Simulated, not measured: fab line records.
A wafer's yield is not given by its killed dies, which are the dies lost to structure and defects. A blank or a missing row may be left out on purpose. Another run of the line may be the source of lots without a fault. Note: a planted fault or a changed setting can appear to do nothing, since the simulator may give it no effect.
Matching of chambers + flow nand-harc + 3 sister chambers for NHARC_A_BONDPAD_DEP_00 on pecvd-02
The step deposits SiCN, target thk 250 nm. 16 wafers are shown with their chamber, then 8 later ones without.

WAFERS PAIRED WITH THEIR CHAMBERS
| wafer  | chamber | heater-power-w (W) | rf-fwd-power-W (W) |
|--------|---------|--------------------|--------------------|
| L076.1 | 0       | 814                | 448.8              |
| L076.2 | 1       | 539                | 449.3              |
| L076.4 | 1       | 537                | 450.0              |
| L078.1 | 2       | 640                | 448.2              |
| L078.3 | 1       | 499                | 448.7              |
| L078.5 | 1       | 520                | 447.5              |
| L077.2 | 1       | 474                | 446.5              |
| L077.3 | 1       | 471                | 448.3              |
| L077.4 | 2       | 580                | 449.9              |
| L085.1 | 0       | 777                | 447.4              |
| L085.4 | 0       | 829                | 450.1              |
| L085.6 | 1       | 553                | 448.5              |
| L091.2 | 1       | 525                | 449.2              |
| L091.4 | 0       | 805                | 450.8              |
| L091.5 | 2       | 563                | 450.2              |
| L092.2 | 0       | 868                | 447.3              |

SIGNATURES, as means of the wafers listed above
| reading        | chamber 0 | chamber 1 | chamber 2 | scatter within a chamber |
|----------------|-----------|-----------|-----------|--------------------------|
| heater-power-w | 818.60    | 514.75    | 594.33    | 33.1                     |
| rf-fwd-power-W | 448.880   | 448.500   | 449.433   | 1.26                     |
Rule: distance of a wafer from a chamber = root of the sum over the readings of ((wafer's reading minus chamber's mean) / reading's scatter) squared. If the next closest chamber is less than 2 further off than the closest, the wafer can't be placed; otherwise it belongs to the closest. The scatter is the square root of a quotient: the sum, over the shown wafers, of each reading's squared deviation from its chamber's mean, divided by wafers minus chambers.

WAFERS WITHOUT THEIR CHAMBER
| wafer  | heater-power-w (W) | rf-fwd-power-W (W) |
|--------|--------------------|--------------------|
| L092.5 | 500                | 448.0              |
| L092.6 | 652                | 448.4              |
| L093.4 | 475                | 447.1              |
| L093.5 | 831                | 450.9              |
| L093.6 | 649                | 447.3              |
| L094.2 | 468                | 450.6              |
| L094.3 | 664                | 449.6              |
| L094.4 | 802                | 449.2              |

CHAMBER TAKEN BY EACH
| wafer  | from the rows above     | in truth |
|--------|-------------------------|----------|
| L092.5 | 1                       | 1        |
| L092.6 | 2                       | 2        |
| L093.4 | 1                       | 1        |
| L093.5 | 0                       | 0        |
| L093.6 | can't be placed: 2 or 1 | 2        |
| L094.2 | can't be placed: 1 or 2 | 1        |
| L094.3 | 2                       | 2        |
| L094.4 | 0                       | 0        |
Correctly placed: 6 of 8. From these rows, 2 cannot be placed; in 2 the true chamber is one of the candidates. Wrongly placed: 0.
